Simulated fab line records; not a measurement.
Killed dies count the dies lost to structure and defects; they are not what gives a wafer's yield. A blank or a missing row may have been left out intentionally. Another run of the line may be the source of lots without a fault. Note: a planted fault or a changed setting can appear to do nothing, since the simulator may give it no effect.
Chamber matching	flow n5-finfet	N5_PMOS_HMC_CHANNEL_EPI_HM_DEP_34 on pecvd-01 has 3 sister chambers
The step deposits SiO2 from TEOS/O2, target thk 36 nm, time 6.9 s. 3 wafers are shown with their chamber, then 7 later ones without.

## EACH WAFER AND ITS CHAMBER
wafer	chamber	throttle-valve-pct (%)
L088.3	2	19.6
L093.2	0	18.4
L093.3	1	19.4

## WAFERS WHOSE CHAMBER IS MISSING
wafer	throttle-valve-pct (%)
L093.6	19.4
L094.1	18.4
L094.2	19.5
L094.4	19.5
L097.2	18.4
L097.3	19.7
L097.6	18.5

## WHICH CHAMBER EACH ONE RAN IN
wafer	from the rows above	in truth
L093.6	1	1
L094.1	0	0
L094.2	can't be placed: 1 or 2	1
L094.4	can't be placed: 1 or 2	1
L097.2	0	0
L097.3	2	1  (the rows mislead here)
L097.6	0	0
Correct placement for 4 of the 7. Not placeable from these rows: 2 (in 2, the candidates include the true chamber). Wrongly placed: 1.
How it was worked out, from the rows above alone: a wafer's distance from a chamber is the root of the sum, over the readings, of the square of ((its reading less the chamber's mean) divided by the reading's scatter). The wafer belongs to the nearest chamber; if the next one is less than 2 further off, it can't be placed. Each chamber's mean is taken over the wafers shown for it. The scatter (one wafer shown for each chamber): square how far every hidden wafer sits from the nearest shown wafer, average those squares and take the square root.
